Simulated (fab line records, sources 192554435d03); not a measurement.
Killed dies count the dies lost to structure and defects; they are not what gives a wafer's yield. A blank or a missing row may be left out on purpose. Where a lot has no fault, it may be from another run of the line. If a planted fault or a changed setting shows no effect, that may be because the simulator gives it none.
Chamber matching    flow n5_finfet    3 sister chambers for N5_BEOL_M5_CO_CAP_78 on cvd_co-01
The step material Co, precursor CCTBA/H2, target thk 2 nm, time 102.1 s. 33 wafers are shown with their chamber, then 12 later ones without.

== WAFERS WITH THEIR CHAMBER ==
wafer   chamber  heater_power_w (W)
L075.1  0        273
L075.4  1        227
L075.6  2        181
L077.3  1        218
L077.5  0        286
L077.6  1        227
L078.1  1        228
L078.2  0        275
L078.3  2        187
L079.2  0        278
L079.4  1        228
L079.5  2        187
L081.1  2        185
L081.2  0        273
L081.6  2        186
L083.3  2        181
L083.5  0        275
L083.6  1        221
L084.1  1        226
L084.2  0        278
L084.5  0        274
L086.3  2        184
L086.4  1        223
L086.6  0        279
L088.2  2        189
L088.4  0        278
L088.6  2        188
L087.2  1        225
L087.4  0        281
L087.6  1        224
L089.1  2        184
L089.3  1        222
L089.6  0        289

SIGNATURES (means of the wafers above)
reading         chamber 0  chamber 1  chamber 2  scatter within a chamber
heater_power_w  278.25     224.45     185.20     3.87
Rule: a wafer lies at a distance from a chamber equal to the root of the sum of squares, over the readings, of (its reading less the chamber's mean, divided by the reading's scatter). The wafer belongs to the nearest chamber; if the next one is less than 2 further off, it can't be placed. How the scatter is found: for the shown wafers, subtract from each reading the mean of its chamber, square and add these, divide the total by (wafers less chambers), then take the root.

== WAFERS WITHOUT THEIR CHAMBER ==
wafer   heater_power_w (W)
L092.2  185
L092.3  223
L092.5  225
L094.2  224
L094.4  274
L094.5  185
L097.1  278
L097.3  187
L097.4  184
L096.3  187
L096.5  272
L096.6  228

== WHICH CHAMBER EACH WENT THROUGH ==
wafer   from the rows above  in truth
L092.2  2                    2
L092.3  1                    1
L092.5  1                    1
L094.2  1                    1
L094.4  0                    0
L094.5  2                    2
L097.1  0                    0
L097.3  2                    2
L097.4  2                    2
L096.3  2                    2
L096.5  0                    0
L096.6  1                    1
Correct placement for 12 of the 12. Left unplaced by these rows: 0. 0 placed wrongly.
